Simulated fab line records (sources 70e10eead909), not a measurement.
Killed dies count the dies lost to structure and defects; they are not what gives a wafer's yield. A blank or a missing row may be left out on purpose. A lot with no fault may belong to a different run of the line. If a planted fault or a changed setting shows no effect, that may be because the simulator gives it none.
What tool caused it? || flow nand-harc || 11 lots, 33 wafers sampled, at 5 steps of a route of 1302

## WHAT THE GAUGES READ, wafer by wafer
NHARC_END_SORT_01.
{"lot": "L248", "measured": "day 28 05:55", "on": "prober-01", "killed-at-array": "84 80 89"}
{"lot": "L252", "measured": "day 30 21:41", "on": "prober-01", "killed-at-array": "71 84 74"}
{"lot": "L253", "measured": "day 30 21:44", "on": "prober-02", "killed-at-array": 75}
{"lot": "L255", "measured": "day 31 14:35", "on": "prober-02", "killed-at-array": "39 28"}

## EACH LOT AND THE TOOL THAT RAN IT (in order: tool; ch and the chambers of the sampled wafers; start)
{"lot": "L239", "NHARC_A_CHANNEL_HOLE_D2_ETCH_38": "rie-diel-08 ch 1,2,3, day 13 10:11", "NHARC_A_CHANNEL_HOLE_D2_ETCH_22": "har-etch-02 ch 0,1, day 13 12:08", "NHARC_A_CHANNEL_FILL_D2_ETCHBACK_20": "rie-diel-05 ch 0,1, day 14 16:27", "NHARC_A_CHANNEL_FILL_D2_ETCHBACK_08": "rie-diel-11 ch 0,2, no start"}
{"lot": "L241", "NHARC_A_CHANNEL_HOLE_D2_ETCH_38": "rie-diel-10 ch 0,2,3, day 14 07:31", "NHARC_A_CHANNEL_HOLE_D2_ETCH_22": "har-etch-01 ch 0,1, day 15 03:28", "NHARC_A_CHANNEL_FILL_D2_ETCHBACK_20": "rie-diel-09 ch 0,1, day 16 08:36", "NHARC_A_CHANNEL_FILL_D2_ETCHBACK_08": "rie-diel-11 ch 0,2, no start"}
{"lot": "L243", "NHARC_A_CHANNEL_HOLE_D2_ETCH_38": "rie-diel-03 ch 0,1,3, day 14 23:45", "NHARC_A_CHANNEL_HOLE_D2_ETCH_22": "har-etch-02 ch 0, day 15 10:23", "NHARC_A_CHANNEL_FILL_D2_ETCHBACK_20": "rie-diel-09 ch 0,1,3, day 16 16:01", "NHARC_A_CHANNEL_FILL_D2_ETCHBACK_08": "rie-diel-11 ch 0,2,3, no start"}
{"lot": "L246", "NHARC_A_CHANNEL_HOLE_D2_ETCH_38": "rie-diel-10 ch 0,2,3, day 16 07:19", "NHARC_A_CHANNEL_HOLE_D2_ETCH_22": "har-etch-02 ch 0,1, day 16 10:12", "NHARC_A_CHANNEL_FILL_D2_ETCHBACK_20": "rie-diel-09 ch 0,1,2, day 17 16:05", "NHARC_A_CHANNEL_FILL_D2_ETCHBACK_08": "rie-diel-11 ch 0,1,2, no start"}
{"lot": "L247", "NHARC_A_CHANNEL_HOLE_D2_ETCH_38": "rie-diel-08 ch 0,1, day 16 19:15", "NHARC_A_CHANNEL_HOLE_D2_ETCH_22": "har-etch-01 ch 0,1, day 16 21:19", "NHARC_A_CHANNEL_FILL_D2_ETCHBACK_20": "rie-diel-09 ch 0,1,2, day 18 02:31", "NHARC_A_CHANNEL_FILL_D2_ETCHBACK_08": "rie-diel-09 ch 0,3, no start"}
{"lot": "L248", "NHARC_A_CHANNEL_HOLE_D2_ETCH_38": "rie-diel-08 ch 0,1,2, day 17 10:29", "NHARC_A_CHANNEL_HOLE_D2_ETCH_22": "har-etch-01 ch 0,1, day 17 14:48", "NHARC_A_CHANNEL_FILL_D2_ETCHBACK_20": "rie-diel-11 ch 1,2,3, day 18 20:15", "NHARC_A_CHANNEL_FILL_D2_ETCHBACK_08": "rie-diel-09 ch 1,2, day 28 05:55 or earlier"}
{"lot": "L252", "NHARC_A_CHANNEL_HOLE_D2_ETCH_38": "rie-diel-10 ch 0,2, day 19 09:01", "NHARC_A_CHANNEL_HOLE_D2_ETCH_22": "har-etch-01 ch 0, day 19 10:58", "NHARC_A_CHANNEL_FILL_D2_ETCHBACK_20": "rie-diel-11 ch 1,3, day 20 16:22", "NHARC_A_CHANNEL_FILL_D2_ETCHBACK_08": "rie-diel-09 ch 1,3, day 30 21:41 or earlier"}
{"lot": "L253", "NHARC_A_CHANNEL_HOLE_D2_ETCH_38": "rie-diel-03 ch 0,2, day 19 12:32", "NHARC_A_CHANNEL_HOLE_D2_ETCH_22": "har-etch-01 ch 0,1, day 19 15:14", "NHARC_A_CHANNEL_FILL_D2_ETCHBACK_20": "rie-diel-09 ch 0,1, day 20 21:13", "NHARC_A_CHANNEL_FILL_D2_ETCHBACK_08": "rie-diel-05 ch 0,1,3, day 30 21:44 or earlier"}
{"lot": "L255", "NHARC_A_CHANNEL_HOLE_D2_ETCH_38": "rie-diel-10 ch 0,1,3, day 20 04:19", "NHARC_A_CHANNEL_HOLE_D2_ETCH_22": "har-etch-01 ch 0,1, day 20 08:12", "NHARC_A_CHANNEL_FILL_D2_ETCHBACK_20": "rie-diel-09 ch 0,1,2, day 21 12:53", "NHARC_A_CHANNEL_FILL_D2_ETCHBACK_08": "rie-diel-11 ch 0,1,3, day 31 14:35 or earlier"}
{"lot": "L260", "NHARC_A_CHANNEL_HOLE_D2_ETCH_38": "rie-diel-10 ch 0,2,3, day 22 00:01", "NHARC_A_CHANNEL_HOLE_D2_ETCH_22": "har-etch-01 ch 1, day 22 05:19", "NHARC_A_CHANNEL_FILL_D2_ETCHBACK_20": "rie-diel-05 ch 0,2,3, day 23 07:28", "NHARC_A_CHANNEL_FILL_D2_ETCHBACK_08": "rie-diel-05 ch 1,2,3, no start"}
{"lot": "L261", "NHARC_A_CHANNEL_HOLE_D2_ETCH_38": "rie-diel-03 ch 0,2, day 22 20:02", "NHARC_A_CHANNEL_HOLE_D2_ETCH_22": "har-etch-01 ch 0,1, day 22 22:12", "NHARC_A_CHANNEL_FILL_D2_ETCHBACK_20": "rie-diel-11 ch 0,2, day 24 02:52", "NHARC_A_CHANNEL_FILL_D2_ETCHBACK_08": "rie-diel-09 ch 0,2,3, no start"}
- NHARC_A_CHANNEL_HOLE_D2_ETCH_38: etches the open film in CF4, target depth 39 nm, time 65 s.
- NHARC_A_CHANNEL_HOLE_D2_ETCH_22: etches the open film in C4F8/O2/Ar, time 666.7 s, target depth 1600 nm.
- NHARC_A_CHANNEL_FILL_D2_ETCHBACK_20: etches the open film in C4F8/O2/Ar, target depth 27 nm, time 13.5 s.
- NHARC_A_CHANNEL_FILL_D2_ETCHBACK_08: etches the open film in C4F8, target depth 220 nm, time 110 s.

## THE ANSWER, worked out from the rows above alone
Rule: the lots themselves supply what counts as usual. The widest of any qualifying gaps counts: lots, ordered by their means at a reading, are off when they make up no more than a third of the lots, leave a main group of 4 or more, and stand apart from it by 3 or more times the standard deviation of that group's means. A main group whose means are all the same, to the digits that the tables above print for the reading, isn't used. Also off: a lot with no number at a reading for which 4 or more lots have one. Where the step has rows for the other lots, those lots are counted as sound.
Across all readings shown, no lot is off: no conclusion can be drawn from this.

## WHAT HAD BEEN PUT IN BY THE SIMULATOR
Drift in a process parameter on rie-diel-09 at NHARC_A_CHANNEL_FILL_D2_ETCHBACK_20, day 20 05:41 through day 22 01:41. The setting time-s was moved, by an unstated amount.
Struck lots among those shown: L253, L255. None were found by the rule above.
